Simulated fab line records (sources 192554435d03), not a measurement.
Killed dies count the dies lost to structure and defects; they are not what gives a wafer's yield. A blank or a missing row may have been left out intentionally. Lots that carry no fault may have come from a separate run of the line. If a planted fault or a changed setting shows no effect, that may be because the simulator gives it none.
Matching of chambers    flow n5_finfet    4 sister chambers for N5_BEOL_M10_DESCUM_33 on rie_diel-02
The step chemistry O2, time 7.9 s. 22 wafers are shown with their chamber, then 11 later ones without.

== WAFERS PAIRED WITH THEIR CHAMBERS ==
wafer   chamber  drypump_motor_current_A (A)  showerhead_plenum_p_Torr (Torr)  throttle_valve_pct (%)
L074.1  1        5.7                          2.11                             20.8
L074.5  2        5.1                          2.16                             20.6
L074.6  1        5.7                          2.11                             20.8
L076.4  0        6.1                          2.17                             21.0
L076.5  0        6.1                          2.17                             21.0
L076.6  1        5.8                          2.11                             20.9
L079.1  3        5.3                          2.15                             20.8
L079.3  0        6.1                          2.17                             21.0
L079.4  1        5.8                          2.11                             20.9
L082.2  1        5.7                          2.11                             20.9
L082.3  2        5.1                          2.15                             20.7
L082.6  1        5.7                          2.11                             20.9
L086.1  1        5.8                          2.10                             20.9
L086.2  3        5.3                          2.15                             20.8
L086.3  2        5.1                          2.15                             20.7
L087.1  2        5.1                          2.15                             20.7
L087.2  1        5.7                          2.10                             20.9
L087.4  3        5.3                          2.15                             20.8
L085.1  0        6.2                          2.16                             20.8
L085.4  1        5.7                          2.10                             20.9
L085.6  2        5.1                          2.15                             20.7
L091.2  3        5.3                          2.14                             20.8

SIGNATURES (means of the wafers above)
reading                   chamber 0  chamber 1  chamber 2  chamber 3  scatter within a chamber
drypump_motor_current_A   6.125      5.733      5.100      5.300      0.0391
showerhead_plenum_p_Torr  2.1675     2.1067     2.1520     2.1475     0.00489
throttle_valve_pct        20.950     20.878     20.680     20.800     0.0545
Rule: a wafer lies at a distance from a chamber equal to the root of the sum of squares, over the readings, of (its reading less the chamber's mean, divided by the reading's scatter). If the next closest chamber is less than 2 further off than the closest, the wafer can't be placed; otherwise it belongs to the closest. How the scatter is found: for the shown wafers, subtract from each reading the mean of its chamber, square and add these, divide the total by (wafers less chambers), then take the root.

== WAFERS WITHOUT THEIR CHAMBER ==
wafer   drypump_motor_current_A (A)  showerhead_plenum_p_Torr (Torr)  throttle_valve_pct (%)
L091.3  6.2                          2.16                             20.8
L091.4  5.7                          2.10                             20.9
L089.2  5.3                          2.14                             20.8
L089.3  6.2                          2.16                             20.8
L089.6  5.8                          2.10                             20.9
L093.1  6.2                          2.16                             20.8
L093.5  5.8                          2.10                             20.9
L093.6  5.3                          2.14                             20.8
L092.2  6.2                          2.15                             20.8
L092.4  5.1                          2.15                             20.3
L092.6  6.2                          2.15                             20.8

== WHICH CHAMBER EACH ONE RAN IN ==
wafer   from the rows above  in truth
L091.3  0                    0
L091.4  1                    1
L089.2  3                    3
L089.3  0                    0
L089.6  1                    1
L093.1  0                    0
L093.5  1                    1
L093.6  3                    3
L092.2  0                    0
L092.4  2                    2
L092.6  0                    0
Placed correctly: 11 of 11. From these rows, 0 cannot be placed. Placed wrongly: 0.
